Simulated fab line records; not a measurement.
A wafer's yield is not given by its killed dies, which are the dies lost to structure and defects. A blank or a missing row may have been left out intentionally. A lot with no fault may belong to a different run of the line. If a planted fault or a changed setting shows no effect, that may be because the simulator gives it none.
A lot that was struck, set against a sound lot | flow n5-finfet | 37 out of 1938 route steps
Sound: these wafers, L809.1, L809.3, L809.6. Struck: wafer L804.2. (L804.6 of the same lot was not struck and is left out.) The cause comes at the end.
Each step with rows lists, per side, the tool, then ch with its chambers, then its first start. Under that, the readings that differ: sound wafers | struck wafers | difference of the means | sigmas: that difference in standard deviations of wafers without a fault.
alike: readings with means less than 2 such deviations apart, plus words and numbers identical on both sides. not compared: withheld readings, readings lacking a value on some wafer, bounds such as >300 that could conceal the same value, and numbers that have no deviation in the record and whose values overlap.
The two part at a step that has a row with sigmas, a row that says differs or no value, or rows on one side only. Numbers that have no deviation but don't overlap get no sigmas and don't part them. A reading that every wafer of one side lacks parts them only if that side has two wafers or more.

first, 9 steps without rows for these wafers: N5_MOL_CONTACT_COAG_COAT_34 (resist thk 40 nm); N5_MOL_CONTACT_COAG_EBR_36; N5_MOL_CONTACT_COAG_SOFTBAKE_35 (time 60 s); N5_MOL_CONTACT_COAG_EXPOSE_37 (exposes mask VD, defocus 0 nm); N5_MOL_CONTACT_COAG_PEB_38 (peb time 60 s); N5_MOL_CONTACT_COAG_DEVELOP_39 (develop time 30 s); N5_MOL_CONTACT_COAG_DESCUM_45 (chemistry O2, time 7 s); N5_MOL_CONTACT_COAG_ETCH_65 (etches underlayer in N2/H2, target depth 13 nm, time 10.4 s); N5_MOL_CONTACT_COAG_ETCH_66 (etches SiARC in CF4, target depth 13 nm, time 21.7 s).
N5_MOL_CONTACT_COAG_ALD_133: deposits SiO2, target thk 5 nm, pulse time 1 s, co reactant pulse time 1 s.
  sound on ald-sin-03 ch 1,2,3, day 9 14:40; struck on ald-sin-04 ch 1, day 8 03:32
  reading                                            | sound    | struck | difference | sigmas
  ald-cycles                                         | 35 35 35 | 24     | -11        |
  model.SiO2_of_MOL_CONTACT_COAG_ALD_133.thk-nm (nm) | 5 5 5    | 3.4    | -1.6       |
  alike: chamber-pressure-Torr, heater-power-w, precursor-pulse-height-rel
then, 25 steps without rows for these wafers: N5_MOL_CONTACT_COAG_ETCHBACK_134 (etches SiO2 in CHF3, target depth 10 nm, time 6.7 s); N5_MOL_CONTACT_COAG_ETCH_67 (etches SOC in N2/H2, target depth 60 nm, overetch 21 nm, time 101.2 s); N5_MOL_CONTACT_COAG_STRIP_68 (strips in N2/H2); N5_MOL_CONTACT_COAG_STRIP_69 (strips in N2/H2); N5_MOL_CONTACT_COAG_ETCHBACK_136 (etches SiO2 in CHF3, target depth 25 nm, time 16.7 s); N5_MOL_CONTACT_COAG_STRIP_120 (strips in CHF3); N5_MOL_CONTACT_COAG_VIA_ETCH_117 (etches SiO2 in C4F6/O2, target depth 40 nm, overetch 8 nm, time 26 s); N5_MOL_CONTACT_COAG_ETCH_124 (etches SiNx in CH3F/O2, stops on SiOC, target depth 6.5 nm); N5_MOL_CONTACT_COAG_ETCH_48 (etches SiOC in C4F6/O2, target depth 15 nm, overetch 4.5 nm, time 17 s); N5_MOL_CONTACT_COAG_STRIP_72 (strips in N2/H2); N5_MOL_CONTACT_COAG_STRIP_49 (strips in N2/H2, time 30 s); N5_MOL_CONTACT_COAG_PRECLEAN_138 (cleans in alkaline clean, time 60 s); N5_MOL_CONTACT_COAG_SRD_139 (time 30 s); N5_MOL_CONTACT_COAG_PRE_CLEAN_121; N5_MOL_CONTACT_COAG_CVD_140 (deposits W, target thk 66.5 nm, time 215 s); N5_MOL_CONTACT_COAG_PRECLEAN_127 (cleans in DIW, time 57.5 s); N5_MOL_CONTACT_COAG_SRD_128 (dry time 32 s); N5_MOL_CONTACT_COAG_CMP_52 (polishes, stops on SiO2, t overpolish 1.5 s, target thk 66.5 nm); N5_MOL_CONTACT_COAG_ANNEAL_112 (time 1800 s); N5_BEOL_M0_SAQP_PECVD_00 (deposits SiCN from 3MS/NH3, target thk 8 nm, time 14 s); N5_BEOL_M0_SAQP_ILD_DEP_01 (deposits SiOC from DEMS/O2, target thk 45.419 nm, time 8.7 s); N5_BEOL_M0_SAQP_HM_DEP_02 (deposits TiN, target thk 12 nm); N5_BEOL_M0_SAQP_PECVD_03 (deposits SiCN from 3MS/NH3, target thk 12 nm, time 21.1 s); N5_BEOL_M0_SAQP_PECVD_96 (deposits a-Si from SiH4/He, target thk 45 nm, time 45.2 s); N5_BEOL_M0_SAQP_PECVD_97 (deposits SiNx from SiH4/NH3/N2, target thk 23 nm, time 19.9 s).
N5_BEOL_M4_RC_MEAS_101:
  the record has rows for the sound wafers here (prober-01 ch 0, day 12 04:24) and none for the struck ones
-- here the record skips 7 days between the struck wafers' starts before and after, leaving off in module BEOL_M4 and picking up in module PASSIVATION (first step shown: number 1936 of the route) --
N5_PASSIVATION_PROBE_49:
  only the struck wafers here have rows in the record (prober-01, day 14 19:32); the sound ones have none

== WHERE THEY PART ==
First at N5_BEOL_M4_RC_MEAS_101; last, within this record, at N5_PASSIVATION_PROBE_49.

WHY: the cause the simulator had injected
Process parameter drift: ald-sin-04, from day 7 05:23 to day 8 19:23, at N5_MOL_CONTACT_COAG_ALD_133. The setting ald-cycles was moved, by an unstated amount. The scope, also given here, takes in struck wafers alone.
